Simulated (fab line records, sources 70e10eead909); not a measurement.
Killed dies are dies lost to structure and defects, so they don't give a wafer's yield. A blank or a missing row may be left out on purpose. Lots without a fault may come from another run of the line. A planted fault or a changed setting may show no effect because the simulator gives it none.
A struck lot beside a sound one | flow nand_harc | 34 steps out of a route of 1302
Sound: wafers L259.1, L259.2, L259.4. Struck: wafers L265.1, L265.5, L265.6. The cause comes at the end.
At each step with rows: each side's tool, then ch and its chambers, then its first start. Under that, the readings that differ: sound wafers | struck wafers | difference of the means | sigmas: that difference in standard deviations of wafers without a fault.
alike: readings whose means differ by less than 2 such deviations, and words and numbers that are the same on both sides. not compared: withheld readings, readings that some wafer has no value for, bounds like >300 that may hide the same value, and numbers for which the record gives no deviation and whose values overlap.
The two part at a step that has a row with sigmas, a row that says differs or no value, or rows on one side only. Numbers that don't overlap but have no deviation are shown without sigmas and don't part them. A reading that every wafer of one side lacks parts them only if that side has two wafers or more.

first, 4 steps without rows for these wafers: NHARC_A_DECK1_JOINT_CURE_26 (time 32 s); NHARC_A_DECK1_JOINT_ANNEAL_27 (time 3600 s); NHARC_A_DECK1_JOINT_ANNEAL_28 (time 1800 s); NHARC_A_DECK1_JOINT_ANNEAL_29 (time 1800 s).
NHARC_A_DECK1_JOINT_CMP_02: polishes SiOx.
  sound on cmp-04 ch 0,2,3, day 14 09:23; struck on cmp-01 ch 1,2, day 16 18:12
  alike: motor_current_A
then, 1 step without rows for these wafers: NHARC_A_DECK1_JOINT_SRD_15.
NHARC_A_DECK1_JOINT_DEP_16: deposits SiO2, target thk 45 nm.
  sound on pecvd-02 ch 0,1, day 14 09:53; struck on pecvd-04 ch 0,2, day 16 18:37
  alike: heater_power_w, rf_fwd_power_W, throttle_valve_pct
NHARC_A_DECK1_JOINT_THK_MEAS_17: measures by ellipsometry.
  sound on film_metro-01, day 14 10:08; struck on film_metro-01, day 16 18:52
  alike: thk_nm
NHARC_A_DECK1_JOINT_INSPECT_05:
  sound on defect_inspect-02, day 14 10:10; struck on defect_inspect-02, day 16 18:55
  alike: raw_defect_count
then, 1 step without rows for these wafers: NHARC_A_ONON_D2_DEP_00 (target thk 1000 nm).
NHARC_A_ONON_D2_THK_MEAS_02: measures by ellipsometry.
  sound on film_metro-02, day 14 10:44; struck on film_metro-01, day 16 19:29
  alike: thk_nm
NHARC_A_ONON_D2_DEP_03: target thk 1000 nm.
  sound on pecvd_onon-03 ch 0, day 14 10:47; struck on pecvd_onon-01 ch 0, day 16 19:32
NHARC_A_ONON_D2_THK_MEAS_05: measures by ellipsometry.
  sound on film_metro-01, day 14 11:18; struck on film_metro-01, day 16 20:03
  alike: thk_nm
then, 1 step without rows for these wafers: NHARC_A_ONON_D2_DEP_06 (target thk 1000 nm).
NHARC_A_ONON_D2_THK_MEAS_08: measures by ellipsometry.
  sound on film_metro-01, day 14 12:02; struck on film_metro-01, day 16 20:37
  alike: thk_nm
then, 1 step without rows for these wafers: NHARC_A_ONON_D2_DEP_09 (target thk 1000 nm).
NHARC_A_ONON_D2_THK_MEAS_11: measures by ellipsometry.
  sound on film_metro-02, day 14 12:36; struck on film_metro-01, day 16 21:11
  alike: thk_nm
then, 1 step without rows for these wafers: NHARC_A_ONON_D2_DEP_12 (target thk 1000 nm).
NHARC_A_ONON_D2_THK_MEAS_14: measures by ellipsometry.
  sound on film_metro-02, day 14 13:17; struck on film_metro-01, day 16 21:46
  alike: thk_nm
then, 2 steps without rows for these wafers: NHARC_A_ONON_D2_ANNEAL_15 (time 3600 s); NHARC_A_ONON_D2_DEP_16 (target thk 1000 nm).
NHARC_A_ONON_D2_THK_MEAS_18: measures by ellipsometry.
  sound on film_metro-01, day 14 22:22; struck on film_metro-01, day 17 05:07
  reading     | sound       | struck         | difference | sigmas
  thk_nm (nm) | 988 989 988 | 1010 1012 1011 | +23        | +3
then, 1 step without rows for these wafers: NHARC_A_ONON_D2_DEP_19 (target thk 1000 nm).
NHARC_A_ONON_D2_THK_MEAS_21: measures by ellipsometry.
  sound on film_metro-02, day 14 22:56; struck on film_metro-01, day 17 05:40
  reading     | sound          | struck      | difference | sigmas
  thk_nm (nm) | 1008 1009 1006 | 977 975 975 | -32        | -3
then, 1 step without rows for these wafers: NHARC_A_ONON_D2_DEP_22 (target thk 1000 nm).
NHARC_A_ONON_D2_THK_MEAS_24: measures by ellipsometry.
  sound on film_metro-02, day 14 23:30; struck on film_metro-01, day 17 06:14
  alike: thk_nm
then, 1 step without rows for these wafers: NHARC_A_ONON_D2_DEP_25 (target thk 1000 nm).
NHARC_A_ONON_D2_THK_MEAS_27: measures by ellipsometry.
  sound on film_metro-01, day 15 00:04; struck on film_metro-02, day 17 06:49
  alike: thk_nm
then, 1 step without rows for these wafers: NHARC_A_ONON_D2_DEP_28 (target thk 1000 nm).
NHARC_A_ONON_D2_THK_MEAS_30: measures by ellipsometry.
  sound on film_metro-02, day 15 00:38; struck on film_metro-01, day 17 07:23
  alike: thk_nm
NHARC_A_ONON_D2_DEP_33: deposits SiO2, target thk 200 nm.
  sound on pecvd-03 ch 1,2, day 15 00:43; struck on pecvd-03 ch 0,1, day 17 07:32
  reading            | sound       | struck      | difference | sigmas
  heater_power_w (W) | 610 642 660 | 343 363 466 | -247       | -2
  alike: rf_fwd_power_W, throttle_valve_pct
NHARC_A_ONON_D2_THK_MEAS_34: measures by ellipsometry.
  sound on film_metro-02, day 15 01:08; struck on film_metro-02, day 17 07:51
  alike: thk_nm
NHARC_A_CHANNEL_HOLE_D2_DEP_00: deposits aC, target thk 3100 nm.
  sound on acl_dep-01 ch 0, day 15 02:51; struck on acl_dep-01 ch 0, day 17 10:36
  reading | sound | struck                                                                     | difference                   | sigmas
  hold    | - - - | await_dispo/2.5h/release await_dispo/2.5h/release await_dispo/2.5h/release | no value on the sound wafers |
  alike: throttle_valve_pct
-- the record jumps here: 12 days lie between the struck wafers' starts before and after (it left off in module A_CHANNEL_HOLE_D2 and takes up again in module END, whose first step shown is number 1302 of the route) --
NHARC_END_SORT_01:
  the record has rows for the struck wafers here (prober-01 ch 0, day 29 10:19) and none for the sound ones

WHERE THEY PART
First at NHARC_A_ONON_D2_THK_MEAS_18; last, within this record, at NHARC_END_SORT_01.

WHY: what the simulator had put in
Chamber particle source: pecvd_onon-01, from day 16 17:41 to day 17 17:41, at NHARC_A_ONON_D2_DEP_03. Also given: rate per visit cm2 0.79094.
